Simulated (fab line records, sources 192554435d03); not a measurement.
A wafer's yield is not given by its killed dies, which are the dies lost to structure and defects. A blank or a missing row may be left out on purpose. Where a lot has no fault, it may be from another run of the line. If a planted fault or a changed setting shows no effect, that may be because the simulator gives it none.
Matching of chambers :: flow n5Finfet :: N5_GATE_CUT_HM_OPEN_40 on rieDiel-04: 3 sister chambers
The step chemistry C4F6/O2, target SiO2, target depth 139 nm, time 85.1 s. 6 wafers are shown with their chamber, then 7 later ones without.

## WAFERS PAIRED WITH THEIR CHAMBERS
wafer: L080.1
chamber: 0
showerheadPlenumPTorr (Torr): 2.69
throttleValvePct (%): 21.18

wafer: L084.1
chamber: 3
showerheadPlenumPTorr (Torr): 2.92
throttleValvePct (%): 20.73

wafer: L084.2
chamber: 0
showerheadPlenumPTorr (Torr): 2.69
throttleValvePct (%): 21.20

wafer: L084.6
chamber: 1
showerheadPlenumPTorr (Torr): 2.83
throttleValvePct (%): 21.24

wafer: L087.1
chamber: 3
showerheadPlenumPTorr (Torr): 2.91
throttleValvePct (%): 20.72

wafer: L087.3
chamber: 1
showerheadPlenumPTorr (Torr): 2.83
throttleValvePct (%): 21.23

## WAFERS MISSING THEIR CHAMBER
wafer: L087.6
showerheadPlenumPTorr (Torr): 2.91
throttleValvePct (%): 20.73

wafer: L090.1
showerheadPlenumPTorr (Torr): 2.83
throttleValvePct (%): 21.25

wafer: L090.4
showerheadPlenumPTorr (Torr): 2.83
throttleValvePct (%): 21.25

wafer: L090.5
showerheadPlenumPTorr (Torr): 2.68
throttleValvePct (%): 21.23

wafer: L092.3
showerheadPlenumPTorr (Torr): 2.91
throttleValvePct (%): 20.76

wafer: L092.4
showerheadPlenumPTorr (Torr): 2.91
throttleValvePct (%): 20.75

wafer: L092.6
showerheadPlenumPTorr (Torr): 2.68
throttleValvePct (%): 21.23

## CHAMBER TAKEN BY EACH
wafer: L087.6
from the rows above: 3
in truth: 3

wafer: L090.1
from the rows above: 1
in truth: 1

wafer: L090.4
from the rows above: 1
in truth: 1

wafer: L090.5
from the rows above: 0
in truth: 0

wafer: L092.3
from the rows above: 3
in truth: 3

wafer: L092.4
from the rows above: 3
in truth: 3

wafer: L092.6
from the rows above: 0
in truth: 0
Correct placement for 7 of the 7. Can't be placed from these rows: 0. Wrongly placed: 0.
How it was worked out, from the rows above alone: a wafer's distance from a chamber is the root of the sum, over the readings, of the square of ((its reading less the chamber's mean) divided by the reading's scatter). If the next closest chamber is less than 2 further off than the closest, the wafer can't be placed; otherwise it belongs to the closest. The mean given for a chamber averages the wafers shown for that chamber. The scatter is the square root of a quotient: the sum, over the shown wafers, of each reading's squared deviation from its chamber's mean, divided by wafers minus chambers.
